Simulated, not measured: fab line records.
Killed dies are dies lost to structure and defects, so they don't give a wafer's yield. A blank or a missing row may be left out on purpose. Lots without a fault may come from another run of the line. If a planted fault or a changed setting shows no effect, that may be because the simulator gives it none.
Which tool was responsible? / flow n5Finfet / 10 lots, 30 wafers sampled, at 5 steps of a route of 1938

WHAT THE GAUGES SHOWED, per wafer
N5_WELL_APT_CD_MEAS_25 targets a cd of 200 nm.
lot=L379; measured=day 2 03:08; on=cdSem-01; cdNm (nm)=202.6 201.2 203.0
lot=L383; measured=day 3 03:04; on=cdSem-02; cdNm (nm)=203.1 203.1 202.1
lot=L384; measured=day 3 09:00; on=cdSem-03; cdNm (nm)=201.8 199.2 197.6
lot=L387; measured=day 4 03:57; on=cdSem-03; cdNm (nm)=202.8 200.5 197.9
lot=L388; measured=day 4 09:24; on=cdSem-01; cdNm (nm)=200.9 201.1 200.3
lot=L392; measured=day 5 09:28; on=cdSem-03; cdNm (nm)=203.0 201.5 203.1
lot=L394; measured=day 5 20:57; on=cdSem-02; cdNm (nm)=203.4 201.4 205.1
lot=L395; measured=day 6 02:47; on=cdSem-02; cdNm (nm)=200.3 199.1 200.8
lot=L398; measured=day 6 20:56; on=cdSem-02; cdNm (nm)=196.4 198.9 197.6
lot=L400; measured=day 7 09:00; on=cdSem-02; cdNm (nm)=202.2 205.7 200.7

N5_WELL_APT_INSPECT_27: inspects for defects (macro).
lot=L379; measured=day 2 03:11; on=defectInspect-02; rawDefectCount=0 3 4
lot=L383; measured=day 3 03:07; on=defectInspect-02; rawDefectCount=5 1 1
lot=L384; measured=day 3 09:04; on=defectInspect-01; rawDefectCount=0 0 3
lot=L387; measured=day 4 04:00; on=defectInspect-02; rawDefectCount=2 2 1
lot=L388; measured=day 4 09:27; on=defectInspect-01; rawDefectCount=2 2 1
lot=L392; measured=day 5 09:31; on=defectInspect-02; rawDefectCount=0 4 2
lot=L394; measured=day 5 21:00; on=defectInspect-01; rawDefectCount=0 3 0
lot=L395; measured=day 6 02:50; on=defectInspect-01; rawDefectCount=0 2 1
lot=L398; measured=day 6 21:00; on=defectInspect-01; rawDefectCount=1 3 3
lot=L400; measured=day 7 09:04; on=defectInspect-01; rawDefectCount=4 1 1

N5_BEOL_M4_RC_MEAS_101.
lot=L379; measured=day 8 01:18; on=prober-02; DIBL_N (mV/V)=35.8 38.5 35.0; DIBL_P (mV/V)=35.5 39.1 35.3; IOFF_N (nA/um)=0.155 0.207 0.146; IOFF_P (nA/um)=0.16 0.22 0.17; ION_N (uA/um)=674 680 668; ION_P (uA/um)=460 454 454; RS_PWELL (ohm/sq)=2997 3020 2997; SS_N (mV/dec)=72.5 72.3 70.5; SS_P (mV/dec)=73.2 74.7 73.0; VT_N (mV)=250 248 248; VT_P (mV)=-257 -251 -256
lot=L383; measured=day 9 11:20; on=prober-02; DIBL_N (mV/V)=39.3 36.9 38.1; DIBL_P (mV/V)=39.6 36.2 36.6; IOFF_N (nA/um)=0.205 0.154 0.160; IOFF_P (nA/um)=0.27 0.21 0.21; ION_N (uA/um)=676 662 662; ION_P (uA/um)=471 456 455; RS_PWELL (ohm/sq)=2990 3018 2995; SS_N (mV/dec)=72.0 71.2 71.5; SS_P (mV/dec)=75.0 74.1 74.0; VT_N (mV)=248 254 254; VT_P (mV)=-247 -253 -254
lot=L384; measured=day 9 17:29; on=prober-01; DIBL_N (mV/V)=36.7 38.2 37.4; DIBL_P (mV/V)=35.6 37.2 36.1; IOFF_N (nA/um)=0.160 0.192 0.167; IOFF_P (nA/um)=0.20 0.23 0.21; ION_N (uA/um)=682 669 680; ION_P (uA/um)=462 458 463; RS_PWELL (ohm/sq)=3039 3032 3026; SS_N (mV/dec)=72.3 71.8 71.4; SS_P (mV/dec)=72.7 73.3 73.8; VT_N (mV)=249 245 247; VT_P (mV)=-252 -249 -249
lot=L387; measured=day 10 11:10; on=prober-02; DIBL_N (mV/V)=32.3 34.6 34.7; DIBL_P (mV/V)=32.4 35.4 35.3; IOFF_N (nA/um)=0.112 0.156 0.142; IOFF_P (nA/um)=0.19 0.23 0.22; ION_N (uA/um)=658 682 660; ION_P (uA/um)=462 467 459; RS_PWELL (ohm/sq)=2999 3012 2998; SS_N (mV/dec)=70.2 71.0 71.6; SS_P (mV/dec)=72.7 73.5 73.2; VT_N (mV)=254 250 252; VT_P (mV)=-249 -247 -247
lot=L388; measured=day 10 20:08; on=prober-01; DIBL_N (mV/V)=39.2 32.8 35.6; DIBL_P (mV/V)=38.8 30.8 34.7; IOFF_N (nA/um)=0.220 0.107 0.146; IOFF_P (nA/um)=0.28 0.16 0.21; ION_N (uA/um)=699 658 670; ION_P (uA/um)=477 465 463; RS_PWELL (ohm/sq)=3006 2954 2985; SS_N (mV/dec)=72.1 70.5 71.4; SS_P (mV/dec)=74.7 72.3 73.2; VT_N (mV)=243 254 252; VT_P (mV)=-247 -252 -252
lot=L392; measured=day 11 14:01; on=prober-02; DIBL_N (mV/V)=38.0 36.2 33.9; DIBL_P (mV/V)=39.2 36.7 34.5; IOFF_N (nA/um)=0.202 0.174 0.133; IOFF_P (nA/um)=0.22 0.19 0.16; ION_N (uA/um)=691 681 667; ION_P (uA/um)=464 458 457; RS_PWELL (ohm/sq)=2999 2983 3010; SS_N (mV/dec)=72.0 71.3 70.4; SS_P (mV/dec)=74.4 73.9 73.4; VT_N (mV)=245 248 251; VT_P (mV)=-251 -252 -256
lot=L394; measured=day 12 10:09; on=prober-02; DIBL_N (mV/V)=38.8 37.1 37.9; DIBL_P (mV/V)=38.5 36.2 36.2; IOFF_N (nA/um)=0.179 0.156 0.163; IOFF_P (nA/um)=0.24 0.22 0.22; ION_N (uA/um)=675 687 672; ION_P (uA/um)=463 470 460; RS_PWELL (ohm/sq)=3222 3196 3218; SS_N (mV/dec)=71.9 71.3 71.2; SS_P (mV/dec)=73.6 72.2 72.9; VT_N (mV)=249 248 251; VT_P (mV)=-250 -248 -249
lot=L395; measured=day 12 11:52; on=prober-01; DIBL_N (mV/V)=34.1 33.2 32.0; DIBL_P (mV/V)=35.3 33.7 32.7; IOFF_N (nA/um)=0.130 0.116 0.098; IOFF_P (nA/um)=0.16 0.15 0.13; ION_N (uA/um)=660 672 652; ION_P (uA/um)=447 451 450; RS_PWELL (ohm/sq)=3197 3197 3177; SS_N (mV/dec)=71.4 71.2 70.7; SS_P (mV/dec)=72.9 72.9 72.6; VT_N (mV)=252 251 257; VT_P (mV)=-257 -256 -257
lot=L398; measured=day 13 08:37; on=prober-02; DIBL_N (mV/V)=34.3 34.2 34.4; DIBL_P (mV/V)=34.3 33.8 34.6; IOFF_N (nA/um)=0.137 0.136 0.143; IOFF_P (nA/um)=0.20 0.19 0.21; ION_N (uA/um)=671 672 675; ION_P (uA/um)=463 468 472; RS_PWELL (ohm/sq)=3014 3005 3030; SS_N (mV/dec)=71.6 70.3 70.9; SS_P (mV/dec)=73.4 72.6 73.2; VT_N (mV)=252 250 249; VT_P (mV)=-247 -249 -245
lot=L400; measured=day 14 00:35; on=prober-02; DIBL_N (mV/V)=36.8 36.1 36.3; DIBL_P (mV/V)=37.8 37.0 36.7; IOFF_N (nA/um)=0.184 0.167 0.166; IOFF_P (nA/um)=0.23 0.21 0.21; ION_N (uA/um)=694 684 680; ION_P (uA/um)=471 464 459; RS_PWELL (ohm/sq)=2981 3007 3004; SS_N (mV/dec)=71.0 71.1 71.8; SS_P (mV/dec)=73.2 72.9 73.4; VT_N (mV)=246 248 247; VT_P (mV)=-249 -251 -253

WHICH TOOL RAN EACH LOT (tool, then ch and the chambers of the sampled wafers, then the start)
lot=L379; N5_WELL_APT_IMPLANT_31=implanter-02 ch 0, day 2 03:19; N5_PMOS_HMC_CHANNEL_EPI_DESCUM_14=rieDiel-02 ch 1,2, day 2 05:29
lot=L383; N5_WELL_APT_IMPLANT_31=implanter-02 ch 0, day 3 03:15; N5_PMOS_HMC_CHANNEL_EPI_DESCUM_14=rieDiel-02 ch 0,2,3, day 3 05:20
lot=L384; N5_WELL_APT_IMPLANT_31=implanter-01 ch 0, day 3 09:11; N5_PMOS_HMC_CHANNEL_EPI_DESCUM_14=rieDiel-04 ch 1,2,3, day 3 11:31
lot=L387; N5_WELL_APT_IMPLANT_31=implanter-02 ch 0, day 4 04:17; N5_PMOS_HMC_CHANNEL_EPI_DESCUM_14=rieDiel-02 ch 2,3, day 4 07:20
lot=L388; N5_WELL_APT_IMPLANT_31=implanter-01 ch 0, day 4 09:35; N5_PMOS_HMC_CHANNEL_EPI_DESCUM_14=rieDiel-02 ch 0,2, day 4 11:44
lot=L392; N5_WELL_APT_IMPLANT_31=implanter-01 ch 0, day 5 09:50; N5_PMOS_HMC_CHANNEL_EPI_DESCUM_14=rieDiel-02 ch 0,1,2, day 5 12:07
lot=L394; N5_WELL_APT_IMPLANT_31=implanter-02 ch 0, day 5 21:14; N5_PMOS_HMC_CHANNEL_EPI_DESCUM_14=rieDiel-05 ch 0,1,3, day 5 23:48
lot=L395; N5_WELL_APT_IMPLANT_31=implanter-02 ch 0, day 6 03:01; N5_PMOS_HMC_CHANNEL_EPI_DESCUM_14=rieDiel-05 ch 1,2, day 6 05:08
lot=L398; N5_WELL_APT_IMPLANT_31=implanter-01 ch 0, day 6 21:08; N5_PMOS_HMC_CHANNEL_EPI_DESCUM_14=rieDiel-04 ch 0,2, day 6 23:11
lot=L400; N5_WELL_APT_IMPLANT_31=implanter-01 ch 0, day 7 09:11; N5_PMOS_HMC_CHANNEL_EPI_DESCUM_14=rieDiel-02 ch 1,2,3, day 7 11:24
- N5_WELL_APT_IMPLANT_31
- N5_PMOS_HMC_CHANNEL_EPI_DESCUM_14: chemistry O2, time 7.9 s.

AS READ BY THE TOOLS THEMSELVES (means over the sampled wafers that have a number; for cases with no such wafer, the mark the record gives instead)
N5_WELL_APT_IMPLANT_31.
lot=L379 tool=implanter-02 doseIonsCm2=1.4993e+13 faradayCurrentUA=191
lot=L383 tool=implanter-02 doseIonsCm2=1.5004e+13 faradayCurrentUA=192
lot=L384 tool=implanter-01 doseIonsCm2=1.5007e+13 faradayCurrentUA=187
lot=L387 tool=implanter-02 doseIonsCm2=1.4990e+13 faradayCurrentUA=189
lot=L388 tool=implanter-01 doseIonsCm2=1.4996e+13 faradayCurrentUA=189
lot=L392 tool=implanter-01 doseIonsCm2=1.5003e+13 faradayCurrentUA=189
lot=L394 tool=implanter-02 doseIonsCm2=1.3563e+13 faradayCurrentUA=169
lot=L395 tool=implanter-02 doseIonsCm2=1.3594e+13 faradayCurrentUA=172
lot=L398 tool=implanter-01 doseIonsCm2=1.5018e+13 faradayCurrentUA=191
lot=L400 tool=implanter-01 doseIonsCm2=1.5008e+13 faradayCurrentUA=194

N5_PMOS_HMC_CHANNEL_EPI_DESCUM_14.
lot=L379; tool=rieDiel-02; biasPowerW (W)=19.99; drypumpMotorCurrentA (A)=6.4; o2FlowSccm (sccm)=224.9; oesProductAu (a.u.)=0.78; rfFwdPowerW (W)=49.54; rfVppV (V)=243.1; showerheadPlenumPTorr (Torr)=2.08; throttleValvePct (%)=20.57
lot=L383; tool=rieDiel-02; biasPowerW (W)=19.99; drypumpMotorCurrentA (A)=6.0; o2FlowSccm (sccm)=225.1; oesProductAu (a.u.)=0.80; rfFwdPowerW (W)=49.37; rfVppV (V)=242.5; showerheadPlenumPTorr (Torr)=2.06; throttleValvePct (%)=20.47
lot=L384; tool=rieDiel-04; biasPowerW (W)=19.96; drypumpMotorCurrentA (A)=5.5; o2FlowSccm (sccm)=224.6; oesProductAu (a.u.)=0.71; rfFwdPowerW (W)=49.14; rfVppV (V)=243.0; showerheadPlenumPTorr (Torr)=2.11; throttleValvePct (%)=20.34
lot=L387; tool=rieDiel-02; biasPowerW (W)=20.03; drypumpMotorCurrentA (A)=6.6; o2FlowSccm (sccm)=224.8; oesProductAu (a.u.)=0.86; rfFwdPowerW (W)=49.35; rfVppV (V)=243.5; showerheadPlenumPTorr (Torr)=2.11; throttleValvePct (%)=20.54
lot=L388; tool=rieDiel-02; biasPowerW (W)=20.03; drypumpMotorCurrentA (A)=6.2; o2FlowSccm (sccm)=224.8; oesProductAu (a.u.)=0.82; rfFwdPowerW (W)=49.35; rfVppV (V)=244.1; showerheadPlenumPTorr (Torr)=2.07; throttleValvePct (%)=20.55
lot=L392; tool=rieDiel-02; biasPowerW (W)=20.02; drypumpMotorCurrentA (A)=6.0; o2FlowSccm (sccm)=225.3; oesProductAu (a.u.)=0.76; rfFwdPowerW (W)=49.66; rfVppV (V)=243.5; showerheadPlenumPTorr (Torr)=2.05; throttleValvePct (%)=20.55
lot=L394; tool=rieDiel-05; biasPowerW (W)=19.99; drypumpMotorCurrentA (A)=5.8; o2FlowSccm (sccm)=225.4; oesProductAu (a.u.)=0.78; rfFwdPowerW (W)=48.95; rfVppV (V)=242.8; showerheadPlenumPTorr (Torr)=2.07; throttleValvePct (%)=20.29
lot=L395; tool=rieDiel-05; biasPowerW (W)=19.97; drypumpMotorCurrentA (A)=6.2; o2FlowSccm (sccm)=225.1; oesProductAu (a.u.)=0.89; rfFwdPowerW (W)=49.48; rfVppV (V)=243.1; showerheadPlenumPTorr (Torr)=2.06; throttleValvePct (%)=20.37
lot=L398; tool=rieDiel-04; biasPowerW (W)=19.99; drypumpMotorCurrentA (A)=5.6; o2FlowSccm (sccm)=225.5; oesProductAu (a.u.)=0.68; rfFwdPowerW (W)=49.11; rfVppV (V)=244.2; showerheadPlenumPTorr (Torr)=2.15; throttleValvePct (%)=20.57
lot=L400; tool=rieDiel-02; biasPowerW (W)=20.05; drypumpMotorCurrentA (A)=6.4; o2FlowSccm (sccm)=225.6; oesProductAu (a.u.)=0.77; rfFwdPowerW (W)=49.47; rfVppV (V)=243.3; showerheadPlenumPTorr (Torr)=2.08; throttleValvePct (%)=20.57

THE ANSWER, worked out from the rows above alone
Rule: what is usual is taken from the lots themselves. The widest of any qualifying gaps counts: lots, ordered by their means at a reading, are off when they make up no more than a third of the lots, leave a main group of 4 or more, and stand apart from it by 3 or more times the standard deviation of that group's means. A main group is skipped when, at the precision printed for the reading in the tables above, its means are all equal. A lot without any number at a reading at which 4 lots or more have one is off too. The other lots that the step has rows for count as sound. Order of review: gauges by route order, followed by the tools' own readings, for which a lot's mean as printed above is used. At the first step where some lot is off, the reading lying furthest off is the one used; lots without a number count as furthest.
Off: L394, L395, seen at N5_BEOL_M4_RC_MEAS_101 (RS_PWELL). Mean 3004 ohm/sq and standard deviation 14 in the main group.
A tool fits if, at a process step before that reading, it ran every lot that is off, and no sound lot after the first of them. The gauges at N5_BEOL_M4_RC_MEAS_101 aren't tried: what is off there is off at N5_WELL_APT_IMPLANT_31 too, on other tools, and a gauge's error can't cause that. 2 tools fit, implanter-02 at N5_WELL_APT_IMPLANT_31 and rieDiel-05 at N5_PMOS_HMC_CHANNEL_EPI_DESCUM_14, so this cannot tell which one it is.

WHAT HAD BEEN PUT IN BY THE SIMULATOR
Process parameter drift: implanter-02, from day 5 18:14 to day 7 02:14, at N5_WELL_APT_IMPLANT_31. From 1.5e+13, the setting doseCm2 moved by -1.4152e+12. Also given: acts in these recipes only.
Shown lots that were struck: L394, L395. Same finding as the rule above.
